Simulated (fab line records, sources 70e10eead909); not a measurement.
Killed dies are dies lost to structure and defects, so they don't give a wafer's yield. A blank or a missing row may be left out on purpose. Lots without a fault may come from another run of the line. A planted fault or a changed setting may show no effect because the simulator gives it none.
Chamber matching | flow nand_harc | NHARC_A_BLC_STRIP_29 on rie_diel-03: 4 sister chambers
The step strips in CF4. 8 wafers are shown with their chamber, then 8 later ones without.

WAFERS WITH THEIR CHAMBER
wafer  | chamber | drypump_motor_current_A (A) | oes_product_au (a.u.)
L077.3 | 3       | 6.0                         | 0.992
L077.6 | 0       | 4.9                         | 1.011
L078.4 | 0       | 4.9                         | 0.999
L078.5 | 3       | 6.0                         | 0.989
L080.3 | 1       | 6.2                         | 0.989
L080.4 | 2       | 6.0                         | 0.992
L080.5 | 1       | 6.1                         | 0.994
L090.1 | 2       | 6.0                         | 0.990

WAFERS WITHOUT THEIR CHAMBER
wafer  | drypump_motor_current_A (A) | oes_product_au (a.u.)
L090.2 | 6.1                         | 1.008
L090.3 | 4.9                         | 0.986
L094.1 | 6.0                         | 0.995
L094.2 | 4.9                         | 0.991
L094.4 | 5.9                         | 1.002
L097.2 | 5.0                         | 0.999
L097.4 | 6.1                         | 0.988
L097.6 | 6.0                         | 0.993

WHICH CHAMBER EACH WENT THROUGH
wafer  | from the rows above          | in truth
L090.2 | can't be placed: 1 or 2 or 3 | 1
L090.3 | 0                            | 0
L094.1 | can't be placed: 2 or 3      | 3
L094.2 | 0                            | 0
L094.4 | can't be placed: 2 or 3      | 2
L097.2 | 0                            | 0
L097.4 | can't be placed: 1 or 3 or 2 | 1
L097.6 | can't be placed: 2 or 3      | 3
Placed correctly: 3 of 8. Can't be placed from these rows: 5 (the true chamber is among the candidates in 5). Placed wrongly: 0.
How it was worked out, from the rows above alone: a wafer's distance from a chamber is the root of the sum, over the readings, of the square of ((its reading less the chamber's mean) divided by the reading's scatter). The wafer belongs to the nearest chamber; if the next one is less than 2 further off, it can't be placed. A chamber's mean is the mean of its shown wafers. The scatter: the root of (the sum of the squares of (reading less its chamber's mean) over the shown wafers, divided by (wafers less chambers)).
